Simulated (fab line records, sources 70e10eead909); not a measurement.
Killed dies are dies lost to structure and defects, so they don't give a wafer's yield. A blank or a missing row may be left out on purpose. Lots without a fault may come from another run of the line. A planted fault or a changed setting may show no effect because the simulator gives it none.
fab line records | flow nand_harc | part 2 of 2: steps 31 to 41 of 41
record lots=5 wafers=15 last_day=32
route steps=1302 shown P_BONDPAD@372 A_START@389 A_ZERO_WELL@390 A_SOURCE_PLATE@413
lots that met no fault: from a run of the same line without faults
start_h: hours from the record's first day to the start of the lot's first wafer shown | wait_h: hours since the lot's step before | " the same as in the row above | L1.1+2: a row that stands for several wafers | - no value, or no start given | * or withheld: withheld | < > ~ a bound
route shown NAME@n: a module of which the file shows steps, and the number in the route of the first | usual: mean/standard deviation of fault-free wafers | same: alike in all rows | chamber/n: place in a boat | sites: the reading at each site | _std_site: their standard deviation | _edge_site: outer sites' mean less inner sites' | radius_mm: how far each site lies from the wafer's centre | mask NAME#n: copy n | behind: the tool/chamber that last shaped the wafer | hold: why the lot was held/for how many hours/how that ended | device: the transistor (n, p or np) that didn't switch | end of line: the same wafers' tests at the end of the route | a step without rows: its recipe alone | killed: dies lost to structure and defects at the first sort, not the wafer's yield | map: a wafer's dies, x killed, . not, _ none there
set.NAME: the setting as run; set.NAME@STEP: as run at that earlier step | model.NAME: the simulator's own value behind a step, which no gauge read
lots at some steps of the route; a table a step, a row a wafer
services: from which hour (start_h, from the record's first day; less than 0 if before it) a tool's chamber was out of use, for how many hours, and why
## steps
# step NHARC_A_ZERO_WELL_ETCH_19
# recipe target_depth_a=800 overetch_a=240 time_s=87.88 ion_energy_ev=200 n2_flow_sccm=150 h2_flow_sccm=150 ar_flow_sccm=0 rf_w=400 bias_w=150 chemistry=N2/H2
# usual drypump_motor_current_A=5.6/0.52 oes_product_au=1.001/0.011 rf_vpp_V=431.3/2.3 showerhead_plenum_p_Torr=2.07/0.085 throttle_valve_pct=14.172/0.01
# columns lot.wafer tool chamber start_h wait_h drypump_motor_current_A oes_product_au rf_hours_counter_h rf_vpp_V showerhead_plenum_p_Torr throttle_valve_pct
L074.4 rie_diel-03 0 150.30 0.1 6.3 0.992 1 430.3 2.01 14.178
L074.1 " 1 " " 5.9 1.010 1 430.9 2.05 14.167
L074.6 " 0 " " 6.3 0.983 - 429.0 2.01 14.173
L076.3 rie_diel-04 0 154.16 0.1 5.2 1.002 47 431.4 2.10 14.185
L076.6 " 2 " " 5.7 1.007 - 430.7 2.10 14.161
L076.5 " 3 " " 6.4 1.001 - 430.7 2.01 14.172
L080.4 rie_diel-12 0 197.93 0.1 5.2 1.008 16 430.1 2.02 14.179
L080.6 " 1 " " 5.0 0.995 - 434.5 2.17 14.181
L080.5 " 2 " " 6.2 1.013 - 425.5 1.89 14.165
L092.1 rie_diel-04 1 315.96 0.1 5.3 1.006 42 434.1 2.18 14.175
L092.3 " 0 " " 5.2 0.991 43 430.3 2.09 14.179
L092.4 " 3 " " 6.5 0.992 - 430.4 2.00 14.184
L093.2 rie_diel-03 2 330.82 0.1 5.0 1.004 1 430.4 2.03 14.179
L093.3 " 3 " " 5.3 1.008 1 434.2 2.19 14.157
L093.1 " 0 " " 6.3 1.011 0 429.2 2.01 14.176
# step NHARC_A_ZERO_WELL_ETCH_13
# recipe target_depth_a=1200 time_s=40.1 hbr_flow_sccm=150 cl2_flow_sccm=50 rf_w=400 icp_w=400 bias_w=100 chemistry=HBr/Cl2
# usual drypump_motor_current_A=6.0/0.53 oes_product_au=1.001/0.0093 throttle_valve_pct=26.406/0.0092
# columns lot.wafer tool chamber start_h wait_h drypump_motor_current_A oes_product_au rf_hours_counter_h throttle_valve_pct
L074.4 rie_si-04 3 150.41 - 5.9 0.987 1.0 26.411
L074.1 " 2 " " 6.1 1.004 1.0 26.404
L074.6 " 0 " " 6.2 1.011 - 26.392
L076.3 rie_si-04 2 154.30 - 6.1 1.000 1.0 26.407
L076.5 " 3 " " 5.9 0.999 - 26.414
L076.6 " 0 " " 6.2 1.019 - 26.380
L080.4 rie_si-04 3 198.04 - 5.9 1.003 0.1 26.415
L080.6 " 2 " " 6.2 0.985 - 26.403
L080.5 " 3 " " 5.9 0.995 - 26.394
L092.1 rie_si-03 2 316.09 - 6.0 1.009 0.6 26.413
L092.3 " 0 " " 5.1 1.006 0.5 26.407
L092.4 " 1 " " 6.6 0.997 0.5 26.418
L093.1 rie_si-03 3 330.93 - 5.0 1.005 0.6 26.407
L093.2 " 0 " " 5.1 1.014 0.6 26.420
L093.3 " 1 " " 6.6 0.999 0.6 26.408
# step NHARC_A_ZERO_WELL_STRIP_14
# recipe time_s=900 temp_c=130 chemistry=SPM
# columns lot.wafer tool chamber start_h wait_h
L074.6+4+1 wet_bench-02 5,6,7 150.57 -
L076.5+3+6 wet_bench-01 1,2,4 154.42 -
L080.6+5+4 wet_bench-02 5,6,2 198.18 -
L092.4+1+3 wet_bench-07 4,5,6 316.27 -
L093.2+3+1 wet_bench-02 0,2,4 331.09 -
# step NHARC_A_ZERO_WELL_IMPLANT_15
# recipe energy_kev=150 dose_cm2=1e+13 tilt_deg=7
# usual dose_ions_cm2=1e+13/1.1e+10
# columns lot.wafer tool chamber start_h wait_h dose_ions_cm2
L074.1 implanter-01 0 150.97 0.1 9.994e+12
L074.4 " 0 " " 9.997e+12
L074.6 " 0 " " 1.0007e+13
L076.3 implanter-01 0 155.13 0.4 9.993e+12
L076.5 " 0 " " 9.998e+12
L076.6 " 0 " " 9.992e+12
L080.4 implanter-02 0 198.67 0.1 1.0019e+13
L080.5 " 0 " " 1.0016e+13
L080.6 " 0 " " 1.0001e+13
L092.1 implanter-02 0 316.65 0.1 9.99e+12
L092.3 " 0 " " 9.994e+12
L092.4 " 0 " " 9.979e+12
L093.1 implanter-02 0 331.48 0.1 9.998e+12
L093.2 " 0 " " 1.0019e+13
L093.3 " 0 " " 1.0016e+13
# step NHARC_A_ZERO_WELL_PRECLEAN_22
# recipe time_s=60 temp_c=50 bath_age_min=0 chemistry=SC1
# usual nh4oh_flow_mL_min=28.30/0.087
# same bath_age_min=0
# columns lot.wafer tool chamber start_h wait_h nh4oh_flow_mL_min
L074.1 wet_bench-07 3 151.18 0.2 28.38
L074.6 " 4 " " 28.21
L074.4 " 6 " " 28.39
L076.5 wet_bench-07 6 155.30 0.1 28.35
L076.3 " 7 " " 28.37
L076.6 " 0 " " 28.31
L080.4 wet_bench-07 0 198.81 0.1 28.36
L080.5 " 1 " " 28.24
L080.6 " 2 " " 28.30
L092.4 wet_bench-02 7 316.87 0.1 28.45
L092.3 " 0 " " 28.30
L092.1 " 2 " " 28.27
L093.3 wet_bench-02 2 331.72 0.1 28.32
L093.2 " 3 " " 28.28
L093.1 " 7 " " 28.33
# step NHARC_A_ZERO_WELL_SRD_23
# columns lot.wafer tool chamber start_h wait_h
L074.1+6+4 wet_bench-07 3,4,6 - -
L076.5+3+6 wet_bench-07 6,7,0 - -
L080.4+5+6 wet_bench-07 0,1,2 - -
L092.4+3+1 wet_bench-02 7,0,2 - -
L093.3+2+1 wet_bench-02 2,3,7 - -
# step NHARC_A_ZERO_WELL_RTA_16
# recipe temp_c=1000 time_s=10
# usual lamp_power_pct=31.69/0.047 wafer_temp_C_max=1005.1/1.4
# columns lot.wafer tool chamber start_h wait_h lamp_power_pct wafer_temp_C_max
L074.1 rtp_anneal-02 0 151.32 - 31.68 1003.2
L074.4 " 0 " " 31.67 1003.1
L074.6 " 0 " " 31.66 1004.4
L076.3 rtp_anneal-01 0 155.48 - 31.78 1006.9
L076.5 " 0 " " 31.74 1006.2
L076.6 " 0 " " 31.70 1006.2
L080.4 rtp_anneal-02 0 199.02 - 31.69 1004.5
L080.5 " 0 " " 31.67 1003.9
L080.6 " 0 " " 31.65 1003.7
L092.1 rtp_anneal-02 0 317.09 - 31.64 1004.3
L092.3 " 0 " " 31.60 1004.8
L092.4 " 0 " " 31.68 1005.6
L093.1 rtp_anneal-02 0 331.85 - 31.69 1004.0
L093.2 " 0 " " 31.65 1004.4
L093.3 " 0 " " 31.71 1004.0
# step NHARC_A_ZERO_WELL_INSPECT_17
# usual raw_defect_count=11/5.7
# columns lot.wafer tool chamber start_h wait_h raw_defect_count
L074.1 defect_inspect-01 - 151.51 0.2 10
L074.4 " - " " 5
L074.6 " - " " 11
L076.3 defect_inspect-01 - 155.62 0.1 3
L076.5 " - " " 6
L076.6 " - " " 4
L080.4 defect_inspect-01 - 199.13 0.1 11
L080.5 " - " " 17
L080.6 " - " " 12
L092.1 defect_inspect-01 - 317.29 0.2 7
L092.3 " - " " 5
L092.4 " - " " 3
L093.1 defect_inspect-01 - 332.05 0.2 23
L093.2 " - " " 13
L093.3 " - " " 18
# step NHARC_A_SOURCE_PLATE_PRECLEAN_00
# recipe time_s=60 chemistry=HF-LAST
# columns lot.wafer tool chamber start_h wait_h
L074.4+6+1 wet_bench-09 3,4,6 151.58 0.1
L076.3+6+5 wet_bench-09 4,5,6 155.67 0.1
L080.5+4+6 wet_bench-04 6,0,1 199.19 0.1
L092.1+3+4 wet_bench-09 6,7,0 317.35 0.1
L093.3+1+2 wet_bench-04 7,0,4 332.11 0.0
# step NHARC_A_SOURCE_PLATE_SRD_01
# columns lot.wafer tool chamber start_h wait_h
L074.4+6+1 wet_bench-09 3,4,6 - -
L076.3+6+5 wet_bench-09 4,5,6 - -
L080.5+4+6 wet_bench-04 6,0,1 - -
L092.1+3+4 wet_bench-09 6,7,0 - -
L093.3+1+2 wet_bench-04 7,0,4 - -
# step NHARC_A_SOURCE_PLATE_OXIDE_02
# recipe target_thk_a=100 temp_c=900 ox_time_s=1362 material=SiO2
# usual spike_tc_centre_C=900.7/0.93
# columns lot.wafer tool chamber start_h wait_h spike_tc_centre_C
L074.1 furnace-08 0 154.27 - 899.4
L074.4 " 0 " " 900.5
L074.6 " 0 " " 900.2
L076.3 furnace-08 0 158.38 - 901.9
L076.5 " 0 " " 902.3
L076.6 " 0 " " 901.3
L080.4 furnace-02 0 201.64 - 900.5
L080.5 " 0 " " 901.4
L080.6 " 0 " " 898.7
L092.1 furnace-02 0 322.14 - 899.9
L092.3 " 0 " " 901.3
L092.4 " 0 " " 900.8
L093.1 furnace-08 0 338.34 - 902.4
L093.2 " 0 " " 901.2
L093.3 " 0 " " 900.5
## services
# columns tool chamber start_h hours kind
litho_track-05 - 124.04 7.0 pm
wet_bench-09 - 129.09 1.0 repair
wet_bench-10 - 135.20 8.0 pm
rie_diel-03 2 153.10 2.9 repair
rie_diel-08 0 153.47 6.4 repair
wet_bench-07 - 160.00 8.0 pm
pvd_sputter-03 - 170.00 10.0 pm
rie_diel-08 1 171.59 1.4 repair
wet_bench-09 - 176.80 8.0 pm
rie_diel-04 - 177.92 9.0 pm
rie_diel-05 1 193.36 6.4 repair
pvd_sputter-01 - 201.51 0.7 repair
rie_diel-05 1 210.38 19.4 repair
rie_diel-08 - 215.30 9.0 pm
rie_diel-03 3 222.31 17.1 repair
pvd_sputter-01 - 226.00 10.0 pm
litho_track-02 - 227.00 7.0 pm
rie_diel-05 - 232.31 9.0 pm
wet_bench-02 - 244.00 8.0 pm
wet_bench-08 - 294.40 8.0 pm
litho_track-05 - 299.04 7.0 pm
wet_bench-10 - 311.20 8.0 pm
wet_bench-08 - 334.98 1.9 repair
wet_bench-07 - 336.00 8.0 pm
